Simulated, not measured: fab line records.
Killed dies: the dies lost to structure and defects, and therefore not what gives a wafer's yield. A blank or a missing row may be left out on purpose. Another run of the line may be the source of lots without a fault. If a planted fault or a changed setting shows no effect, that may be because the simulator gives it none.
Matching of chambers ; flow n5_finfet ; 4 sister chambers for N5_BEOL_M1_DESCUM_33 on rie_diel-01
The step chemistry O2, time 7 s. 8 wafers are shown with their chamber, then 12 later ones without.

WAFERS PAIRED WITH THEIR CHAMBERS
wafer;chamber;showerhead_plenum_p_Torr (Torr);throttle_valve_pct (%)
L082.3;1;2.19;20.26
L084.5;2;2.11;20.09
L086.3;1;2.18;20.27
L087.4;0;2.13;20.11
L087.5;3;1.92;20.52
L088.3;0;2.13;20.12
L088.4;3;1.92;20.52
L088.6;2;2.10;20.09

WAFERS WITH NO CHAMBER GIVEN
wafer;showerhead_plenum_p_Torr (Torr);throttle_valve_pct (%)
L089.2;2.10;20.09
L089.5;1.92;20.52
L089.6;2.12;20.12
L090.1;1.92;20.54
L090.5;2.12;20.13
L090.6;1.92;20.54
L095.4;1.91;20.54
L095.5;1.91;20.54
L095.6;2.12;20.14
L096.2;2.12;20.16
L096.4;2.10;20.12
L096.6;2.18;20.30

EACH ONE'S CHAMBER
wafer;from the rows above;in truth
L089.2;2;2
L089.5;3;3
L089.6;0;0
L090.1;3;3
L090.5;0;0
L090.6;3;3
L095.4;3;3
L095.5;3;3
L095.6;0;0
L096.2;0;0
L096.4;can't be placed: 0 or 2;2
L096.6;1;1
Correctly placed: 11 of 12. Unplaceable from these rows: 1, with the true chamber sitting among the candidates in 1. Placed wrongly: 0.
How it was worked out, from the rows above alone: a wafer's distance from a chamber is the root of the sum, over the readings, of the square of ((its reading less the chamber's mean) divided by the reading's scatter). If the next closest chamber is less than 2 further off than the closest, the wafer can't be placed; otherwise it belongs to the closest. The mean given for a chamber averages the wafers shown for that chamber. The scatter is the square root of a quotient: the sum, over the shown wafers, of each reading's squared deviation from its chamber's mean, divided by wafers minus chambers.
